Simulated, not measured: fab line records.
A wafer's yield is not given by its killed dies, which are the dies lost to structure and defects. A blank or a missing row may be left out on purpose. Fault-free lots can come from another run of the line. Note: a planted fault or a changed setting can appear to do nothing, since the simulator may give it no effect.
A struck lot beside a sound one    flow nand_harc    34 out of 1302 route steps
Sound: the wafers L932.3, L932.4, L932.5. Wafers struck: L944.1, L944.2, L944.6. The cause comes at the end.
Order at every step that has rows: each side's tool, ch and its chambers, its first start. Under that, the readings that differ: sound wafers    struck wafers    difference of the means    sigmas: that difference in standard deviations of wafers without a fault.
alike: readings whose means differ by less than 2 such deviations, and words and numbers that are the same on both sides. not compared: withheld readings, readings that some wafer has no value for, bounds like >300 that may hide the same value, and numbers for which the record gives no deviation and whose values overlap.
Wherever a step has rows on one side only, a row that says differs or no value, or a row with sigmas, the two part there. Numbers that have no deviation but don't overlap get no sigmas and don't part them. A reading that every wafer of one side lacks parts them only if that side has two wafers or more.

first, 2 steps without rows for these wafers: NHARC_A_SLIT_PRECLEAN_19 (cleans in SC1); NHARC_A_SLIT_SRD_20.
NHARC_A_SLIT_CD_MEAS_21:
  sound on cd_sem-01 at day 20 23:39; struck on cd_sem-01 at day 26 10:14
  alike: cd_nm
then, 3 steps without rows for these wafers: NHARC_A_SIN_REMOVE_WET_00 (chemistry H3PO4, time 15300 s); NHARC_A_SIN_REMOVE_PRECLEAN_01 (cleans in SC1); NHARC_A_SIN_REMOVE_SRD_02.
NHARC_A_SIN_REMOVE_INSPECT_04:
  sound on defect_inspect-02 at day 21 05:26; struck on defect_inspect-01 at day 26 16:52
  alike: raw_defect_count
then, 3 steps without rows for these wafers: NHARC_A_WL_FILL_ALD_00 (deposits Al2O3, target thk 3 nm, pulse time 3 s, ald cycles 30); NHARC_A_WL_FILL_RTA_01 (time 5 s); NHARC_A_WL_FILL_ALD_02 (deposits TiN, target thk 2 nm, pulse time 3 s, ald cycles 100).
NHARC_A_WL_FILL_CVD_03: deposits W, target thk 40 nm, time 279 s.
  sound on cvd_w-02 ch 0,1, day 21 07:47; struck on cvd_w-02 ch 0,1, day 26 18:01
  alike: heater_power_w, mfc_ar_sccm, mfc_h2_sccm, mfc_wf6_sccm, throttle_valve_pct
then, 1 step without rows for these wafers: NHARC_A_WL_FILL_ETCHBACK_04 (etches the open film in NF3, target depth 60 nm, time 120 s).
NHARC_A_WL_FILL_ETCHBACK_05: etches the open film in Cl2/BCl3, target depth 22 nm, time 60 s.
  sound on rie_metal-03 ch 0,1, day 21 08:19; struck on rie_metal-02 ch 0,1, day 26 18:38
  alike: drypump_motor_current_A, oes_product_au
  not compared: rf_hours_counter_h
NHARC_A_WL_FILL_STRIP_27: strips in N2/H2, time 20 s.
  sound on plasma_asher-02 ch 0,1, day 21 08:33; struck on plasma_asher-01 ch 0,1, day 26 18:46
  alike: drypump_motor_current_A, heater_power_w
  not compared: rf_hours_counter_h
then, 5 steps without rows for these wafers: NHARC_A_WL_FILL_STRIP_28 (strips in post etch residue remover, time 1200 s); NHARC_A_WL_FILL_PRECLEAN_06 (cleans in DIW, time 300 s); NHARC_A_WL_FILL_SRD_07; NHARC_A_WL_FILL_ANNEAL_08 (time 1800 s); NHARC_A_WL_FILL_ALD_10 (deposits SiO2, target thk 50 nm, pulse time 10 s, ald cycles 500).
NHARC_A_WL_FILL_ETCHBACK_16: etches the open film in C4F8/O2/Ar, target depth 120 nm, time 24 s.
  sound on rie_diel-12 ch 1,2,3; struck on rie_diel-11 ch 1,2
  alike: oes_product_au, rf_fwd_power_W, rf_vpp_V
  not compared: rf_hours_counter_h
then, 9 steps without rows for these wafers: NHARC_A_WL_FILL_STRIP_29 (strips in O2, time 20 s); NHARC_A_WL_FILL_ETCHBACK_17 (etches the open film in Cl2/BCl3, target depth 4 nm, time 26.7 s); NHARC_A_WL_FILL_PRECLEAN_18 (cleans in dHF, time 30 s); NHARC_A_WL_FILL_SRD_21; NHARC_A_WL_FILL_CVD_23 (deposits poly-Si, target thk 40 nm, time 800 s); NHARC_A_WL_FILL_ETCHBACK_26 (etches the open film in HBr, target depth 52 nm, time 13.3 s); NHARC_A_WL_FILL_PRECLEAN_30 (cleans in dHF, time 10 s); NHARC_A_WL_FILL_SRD_14; NHARC_A_WL_FILL_ALD_19 (deposits TiN, target thk 2 nm, pulse time 3 s, ald cycles 100).
NHARC_A_WL_FILL_CVD_20: deposits W, target thk 100 nm, time 74 s.
  sound on cvd_w-02 ch 0,1; struck on cvd_w-01 ch 0,1
  alike: heater_power_w, mfc_ar_sccm, mfc_h2_sccm, mfc_wf6_sccm, throttle_valve_pct
NHARC_A_WL_FILL_CMP_12: polishes, t overpolish 30 s, target thk 100 nm.
  sound on cmp-01 ch 0,3, day 22 02:46; struck on cmp-03 ch 0,2, day 27 15:22
reading                 sound           struck          difference  sigmas
time_to_endpoint_s (s)  12.5 15.4 12.7  22.3 15.8 21.5  +6.3        +2
  alike: motor_current_A, overpolish_run_s, slurry_flow_ml_min
  not compared: pad_life_wafers
after that, 1 step had no rows for these wafers: NHARC_A_WL_FILL_SRD_31.
NHARC_A_WL_FILL_INSPECT_15:
  sound on defect_inspect-01 at day 22 03:14; struck on defect_inspect-01 at day 27 15:50
  alike: raw_defect_count
-- the record jumps here: 4 days lie between the struck wafers' starts before and after (it left off in module A_WL_FILL and takes up again in module END, whose first step shown is number 1302 of the route) --
NHARC_END_SORT_01:
  here the record holds rows for the struck wafers (prober-01 ch 0, day 31 09:02) but none for the sound ones

## WHERE THEY PART
At NHARC_A_WL_FILL_CMP_12 first; at NHARC_END_SORT_01 last (within this record only).

WHY: the cause the simulator had injected
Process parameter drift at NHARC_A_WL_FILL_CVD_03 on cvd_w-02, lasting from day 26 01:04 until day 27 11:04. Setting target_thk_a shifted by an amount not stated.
